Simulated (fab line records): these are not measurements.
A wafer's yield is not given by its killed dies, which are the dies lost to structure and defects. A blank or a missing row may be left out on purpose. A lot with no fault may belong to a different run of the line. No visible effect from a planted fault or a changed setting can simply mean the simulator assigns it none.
Which tool was responsible? + flow n5Finfet + Sampling: 9 lots, 27 wafers, 5 of 1938 route steps

WHAT THE GAUGES SHOWED, per wafer
N5_BEOL_M4_RC_MEAS_101.
| lot  | measured     | on        | DIBL_N (mV/V)  |
|------|--------------|-----------|----------------|
| L305 | day 9 18:08  | prober-01 | 35.6 36.1 34.8 |
| L306 | day 10 04:53 | prober-02 | 35.7 33.3 36.9 |
| L307 | day 10 11:17 | prober-02 | 37.7 37.4 36.4 |
| L308 | day 10 17:29 | prober-02 | 35.6 35.1 37.0 |
| L311 | day 11 12:26 | prober-02 | 35.3 33.6 34.6 |
| L313 | day 11 15:35 | prober-02 | 36.1 35.4 37.2 |
| L299 | day 13 19:43 | prober-02 | 35.2 34.6 35.8 |
| L317 | day 13 17:08 | prober-01 | 34.9 35.7 36.4 |
| L318 | day 13 21:15 | prober-01 | 37.1 35.3 36.2 |

TOOL THAT RAN EACH LOT (tool first, then ch and the chambers of the sampled wafers, then the start)
| lot  | N5_BEOL_M1_HM_OPEN_17            | N5_BEOL_M1_ALD_98                | N5_BEOL_M1_ETCHBACK_99            | N5_BEOL_M1_ETCH_70                |
|------|----------------------------------|----------------------------------|-----------------------------------|-----------------------------------|
| L305 | rieMetal-03 ch 0,1, day 8 03:14  | aldSin-01 ch 0,1,2, day 8 04:13  | rieDiel-05 ch 0,3, day 8 06:53    | rieDiel-05 ch 0,3, day 8 06:56    |
| L306 | rieMetal-02 ch 0,1, day 8 06:03  | aldSin-03 ch 1,2, day 8 06:56    | rieDiel-05 ch 1,2,3, day 8 13:05  | rieDiel-05 ch 1,2,3, day 8 13:07  |
| L307 | rieMetal-01 ch 0,1, day 8 15:12  | aldSin-04 ch 0,3, day 8 16:16    | rieDiel-04 ch 0,1,2, day 8 16:28  | rieDiel-04 ch 0,1,2, day 8 16:31  |
| L308 | rieMetal-02 ch 1, day 8 21:48    | aldSin-04 ch 1,2, day 8 22:41    | rieDiel-05 ch 1,2, day 9 00:40    | rieDiel-05 ch 1,2, day 9 00:42    |
| L311 | rieMetal-03 ch 0,1, day 9 10:28  | aldSin-04 ch 0,1,3, day 9 12:21  | rieDiel-04 ch 0,3, day 9 18:28    | rieDiel-04 ch 0,3, day 9 18:30    |
| L313 | rieMetal-01 ch 0,1, day 10 00:50 | aldSin-03 ch 0,3, day 10 01:43   | rieDiel-05 ch 0,3, day 10 03:24   | rieDiel-05 ch 0,3, day 10 03:26   |
| L299 | rieMetal-01 ch 0,1, day 11 04:51 | aldSin-01 ch 0,1,3, day 11 05:49 | rieDiel-04 ch 0,1,2, day 11 07:47 | rieDiel-04 ch 0,1,2, day 11 07:49 |
| L317 | rieMetal-02 ch 0,1, day 11 09:11 | aldSin-01 ch 2,3, day 11 10:08   | rieDiel-05 ch 0,1, day 11 10:57   | rieDiel-05 ch 0,1, day 11 10:59   |
| L318 | rieMetal-01 ch 0,1, day 11 17:26 | aldSin-01 ch 0,2,3, day 11 18:19 | rieDiel-05 ch 0,1,2, day 12 05:47 | rieDiel-05 ch 0,1,2, day 12 05:49 |
- N5_BEOL_M1_HM_OPEN_17: chemistry Cl2/BCl3, target TiN, target depth 20 nm, overetch 6 nm.
- N5_BEOL_M1_ALD_98: deposits SiO2, target thk 2.5 nm, pulse time 1 s, co reactant pulse time 1 s.
- N5_BEOL_M1_ETCHBACK_99: etches SiO2 in CHF3, target depth 5 nm, time 10.4 s.
- N5_BEOL_M1_ETCH_70: etches SOC in N2/H2, target depth 80 nm, overetch 16 nm, time 120 s.

THE ANSWER, worked out from the rows above alone
Rule: what is usual is taken from the lots themselves. Put in order of their means at a reading, lots are off if they are a third of the lots or fewer, leave a main group of 4 or more, and stand apart from it by a gap of 3 or more times the standard deviation of the main group's means; of several such gaps the widest counts. Not used: any main group whose means are identical at the precision the tables above print for the reading. A lot without any number at a reading at which 4 lots or more have one is off too. The other lots that the step has rows for count as sound.
None of the lots is off at any reading shown; this tells nothing.

WHAT THE SIMULATOR HAD INSERTED
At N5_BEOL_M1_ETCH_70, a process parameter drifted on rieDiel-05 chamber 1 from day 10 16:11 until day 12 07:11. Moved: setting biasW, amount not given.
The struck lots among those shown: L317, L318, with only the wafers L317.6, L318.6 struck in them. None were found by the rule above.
